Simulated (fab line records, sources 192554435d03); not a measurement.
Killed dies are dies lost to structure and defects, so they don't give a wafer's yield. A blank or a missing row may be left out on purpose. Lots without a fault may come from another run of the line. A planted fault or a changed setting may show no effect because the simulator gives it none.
Problem report in the 8D (eight disciplines) form, filled by code | flow n5_finfet | the parts of the form that need people (team, actions taken, sign-off) are left out

1. THE PROBLEM
etch_rf_on_time_s at N5_BEOL_M2_ETCH_63 reads a mean of 38.9 s on 4 wafers of 3 lots; wafers without a fault read 26.0 s with a standard deviation of 0.38. That is +34 standard deviations from the usual mean.
The step: etches SiARC in CF4, target depth 15.6 nm, time 26 s.
First seen on wafer L224.2, day 8 08:16, on rie_diel-06. The record holds 25 wafers of 9 lots with a number at this step. Rule for "out", or "out of limits": more than 4 standard deviations from the usual mean. The other wafers with a number count as sound.

2. WHAT IT IS AND WHAT IT IS NOT
question                    | is                             | is not
which readings at this step | etch_rf_on_time_s              | bias_w, cf4_flow_sccm, chamber_pressure_mTorr, drypump_motor_current_A, rf_vpp_V, showerhead_plenum_p_Torr, throttle_valve_pct
which lots                  | L224, L228, L229               | L220, L222, L223, L234, L235, L240
which wafers of those lots  | L224.2, L228.2, L229.2, L229.4 | L224.5, L224.6, L228.1
read on which tools         | rie_diel-06                    | rie_diel-03, rie_diel-05
when                        | from day 8 08:16               | up to then (11 sound wafers); but 10 sound wafers of L228, L234, L235, L240 came after

3. SUSPECTS, AND WHAT RULES EACH OUT
Counting: a tool at a process step up to the reading stays a suspect if it ran every lot that is out. Sound lots after the first of them don't rule it out here, since some wafers of a struck lot are sound.
- rie_diel-06 at N5_BEOL_M2_ETCH_63 (etches SiARC in CF4, target depth 15.6 nm, time 26 s): kept. It ran every lot that is out, first L224 (day 8 08:16); its last sound lot up to then is L223 (day 8 05:38). Its own readings are out on those wafers: etch_rf_on_time_s.
Left after counting: rie_diel-06 at N5_BEOL_M2_ETCH_63.

4. THE CAUSE (what the simulator had put in)
Process parameter drift: rie_diel-06, from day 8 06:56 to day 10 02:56, at N5_BEOL_M2_ETCH_63. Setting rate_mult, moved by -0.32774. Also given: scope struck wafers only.
Counting left only this tool.

5. THE CHAIN OF EFFECTS, in route order
Each row: a reading whose mean over the struck wafers that have a number lies more than 3 standard deviations from the usual. Only readings for which the record gives a usual standard deviation are gone through. hours: the time from each lot's start at the first step in this table that gives one to its start at this step, as a median over the lots. sigmas: the change in usual standard deviations.
hours | step               | reading           | usual  | on struck wafers | change | sigmas
0     | N5_BEOL_M2_ETCH_63 | etch_rf_on_time_s | 26.0 s | 38.9             | +12.9  | +34
The process steps in it:
- N5_BEOL_M2_ETCH_63: etches SiARC in CF4, target depth 15.6 nm, time 26 s.
Later measuring or inspecting steps at which every struck wafer that the step has a row for has a number for every such reading, and none has moved that far: N5_BEOL_M4_RC_MEAS_101.

6. WHAT WOULD HAVE CAUGHT IT SOONER
In this record the first reading out of limits was taken at day 8 08:16, 1 hour after the fault began at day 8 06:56.
